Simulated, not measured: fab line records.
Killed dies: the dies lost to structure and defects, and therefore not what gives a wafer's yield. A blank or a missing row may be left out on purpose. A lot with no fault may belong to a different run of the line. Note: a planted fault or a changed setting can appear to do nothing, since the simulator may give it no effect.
Which tool is to blame?	flow nand_harc	Sampling: 13 lots, 39 wafers, 6 of 1302 route steps

## WHAT THE GAUGES READ, wafer by wafer
NHARC_A_DECK1_JOINT_THK_MEAS_14: measures by ellipsometry.
lot	measured	on	thk_nm (nm)
L426	day 11 15:08	film_metro-01	49.3 48.9 52.4
L427	day 12 07:02	film_metro-01	52.4 51.1 48.4
L430	day 12 23:51	film_metro-02	50.6 48.8 49.7
L428	day 12 23:51	film_metro-01	50.5 48.3 52.4
L431	day 13 18:56	film_metro-01	52.6 48.9 52.1
L432	day 14 05:27	film_metro-01	50.6 53.5 53.0
L433	day 14 20:03	film_metro-01	51.6 50.7 51.5
L434	day 14 20:03	film_metro-02	50.9 52.2 53.7
L442	day 18 03:02	film_metro-01	53.5 53.8 48.6
L443	day 18 17:34	film_metro-01	49.9 51.4 51.0
L444	day 19 01:23	film_metro-01	51.1 53.7 51.1
L447	day 20 10:35	film_metro-02	49.5 51.1 51.0
L448	day 21 02:04	film_metro-02	49.7 50.3 49.1

NHARC_A_ONON_D2_THK_MEAS_11: measures by ellipsometry.
lot	measured	on	thk_nm (nm)
L426	day 12 17:44	film_metro-01	1007 1005 1005
L427	day 13 11:40	film_metro-02	979 982 979
L430	day 14 00:02	film_metro-02	989 989 988
L428	day 14 00:32	film_metro-01	996 996 996
L431	day 14 20:09	film_metro-01	1010 1012 1010
L432	day 15 07:10	film_metro-02	984 983 983
L433	day 15 20:07	film_metro-02	995 996 994
L434	day 15 20:19	film_metro-01	1005 1005 1005
L442	day 19 04:48	film_metro-02	1001 1002 1001
L443	day 19 20:32	film_metro-02	1016 1017 1016
L444	day 20 02:58	film_metro-01	994 996 994
L447	day 21 12:13	film_metro-02	986 985 986
L448	day 22 11:33	film_metro-02	991 992 990

NHARC_A_ONON_D2_THK_MEAS_24: measures by ellipsometry.
lot	measured	on	thk_nm (nm)
L426	day 13 02:50	film_metro-01	1013 1014 1013
L427	day 14 01:05	film_metro-01	1005 1003 1004
L430	day 14 10:10	film_metro-02	1010 1009 1010
L428	day 14 10:22	film_metro-01	1000 1000 1001
L431	day 15 05:31	film_metro-01	1008 1007 1007
L432	day 15 18:22	film_metro-02	1009 1008 1009
L433	day 16 06:01	film_metro-02	996 993 995
L434	day 16 06:02	film_metro-01	987 988 987
L442	day 19 16:31	film_metro-01	1629 1628 1627
L443	day 20 06:03	film_metro-02	1609 1610 1611
L444	day 20 12:04	film_metro-01	992 994 995
L447	day 21 22:05	film_metro-01	994 995 994
L448	day 22 21:55	film_metro-02	997 995 996

NHARC_END_SORT_01.
lot	measured	on	killed_at_array	killed_at_other	killed_at_periphery	killed_dies	killed_open	killed_short
L442	day 31 20:24	prober-01	674 671 671	0 0 0	3 6 6	677 677 677	2 7 6	4 1 1
L443	day 32 00:27	prober-02	674 675 677	1 0 0	2 2 0	677 677 677	4 1 4	0 0 2

## WHAT TOOL EACH LOT RAN ON (gives the tool, then ch and the chambers of the sampled wafers, and finally the start)
lot	NHARC_A_CHANNEL_FILL_D1_CMP_10	NHARC_A_ONON_D2_DEP_22
L426	cmp-03 ch 1,2,3, day 11 02:39	pecvd_onon-01 ch 0, day 13 02:19
L427	cmp-02 ch 0,2,3, day 11 20:08	pecvd_onon-02 ch 0, day 14 00:34
L430	cmp-01 ch 0,2,3, day 12 12:53	pecvd_onon-02 ch 0, day 14 09:39
L428	cmp-01 ch 0,2,3, day 12 13:04	pecvd_onon-01 ch 0, day 14 09:59
L431	cmp-02 ch 0,2,3, day 13 07:59	pecvd_onon-01 ch 0, day 15 05:03
L432	cmp-03 ch 0,1,2, day 13 18:26	pecvd_onon-01 ch 0, day 15 17:58
L433	cmp-02 ch 0,3, day 14 09:13	pecvd_onon-04 ch 0, day 16 05:38
L434	cmp-01 ch 0,1,2, day 14 09:14	pecvd_onon-02 ch 0, day 16 05:31
L442	cmp-02 ch 0,1,3, day 17 15:14	pecvd_onon-02 ch 0, day 19 16:01
L443	cmp-02 ch 1,3, day 18 06:31	pecvd_onon-02 ch 0, day 20 05:39
L444	cmp-02 ch 0,2,3, day 18 14:02	pecvd_onon-01 ch 0, day 20 11:35
L447	cmp-01 ch 0,1, day 19 23:35	pecvd_onon-01 ch 0, day 21 21:35
L448	cmp-03 ch 0,1,2, day 20 12:42	pecvd_onon-04 ch 0, day 22 21:24
- NHARC_A_CHANNEL_FILL_D1_CMP_10: polishes, target thk 150 nm.
- NHARC_A_ONON_D2_DEP_22: target thk 1000 nm.

## AS READ BY THE TOOLS THEMSELVES (means over the sampled wafers that have a number; for cases with no such wafer, the mark the record gives instead)
NHARC_A_CHANNEL_FILL_D1_CMP_10.
lot	tool	motor_current_A (A)	time_to_endpoint_s (s)
L426	cmp-03	12.0	15.8
L427	cmp-02	12.2	16.9
L430	cmp-01	11.1	17.7
L428	cmp-01	10.8	16.1
L431	cmp-02	12.3	18.0
L432	cmp-03	11.7	14.6
L433	cmp-02	11.5	14.0
L434	cmp-01	12.3	10.3
L442	cmp-02	11.7	15.9
L443	cmp-02	10.8	19.0
L444	cmp-02	12.3	18.0
L447	cmp-01	11.9	16.4
L448	cmp-03	11.4	16.6

NHARC_A_ONON_D2_DEP_22.
lot	tool	nh3_flow_sccm (sccm)
L426	pecvd_onon-01	498.5
L427	pecvd_onon-02	500.1
L430	pecvd_onon-02	499.4
L428	pecvd_onon-01	500.8
L431	pecvd_onon-01	501.5
L432	pecvd_onon-01	501.9
L433	pecvd_onon-04	499.5
L434	pecvd_onon-02	498.4
L442	pecvd_onon-02	498.7
L443	pecvd_onon-02	497.9
L444	pecvd_onon-01	500.8
L447	pecvd_onon-01	500.0
L448	pecvd_onon-04	499.6

## THE ANSWER, worked out from the rows above alone
Rule: usual is defined by the lots themselves. Put in order of their means at a reading, lots are off if they are a third of the lots or fewer, leave a main group of 4 or more, and stand apart from it by a gap of 3 or more times the standard deviation of the main group's means; of several such gaps the widest counts. If all means in a main group match to the digits the tables above print for the reading, that group is not used. A lot without any number at a reading at which 4 lots or more have one is off too. Where the step has rows for the other lots, those lots are counted as sound. After the gauges, taken in route order, come the tools' own readings; for these a lot's mean is taken, as printed above. The first step at which some lot is off is used, and at that step the reading that is off furthest; a lot without a number counts as furthest.
Off: L442, L443, at NHARC_A_ONON_D2_THK_MEAS_24 (thk_nm). The main group has a mean of 1001 nm with a standard deviation of 7.9.
If a tool, at a process step before that reading, ran all the lots that are off and no sound lot after the first of them, it fits. The gauges at NHARC_A_ONON_D2_THK_MEAS_24 are tried like those tools. One fits: NHARC_A_ONON_D2_DEP_22 on pecvd_onon-02. Its last sound lot is L434 (day 16 05:31), its first lot that is off L442 (day 19 16:01): a fault that began between those two fits.

## WHAT THE SIMULATOR HAD INSERTED
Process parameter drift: pecvd_onon-02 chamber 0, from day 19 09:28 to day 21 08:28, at NHARC_A_ONON_D2_DEP_22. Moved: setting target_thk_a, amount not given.
Shown lots that were struck: L442, L443. The rule given above showed the same thing.
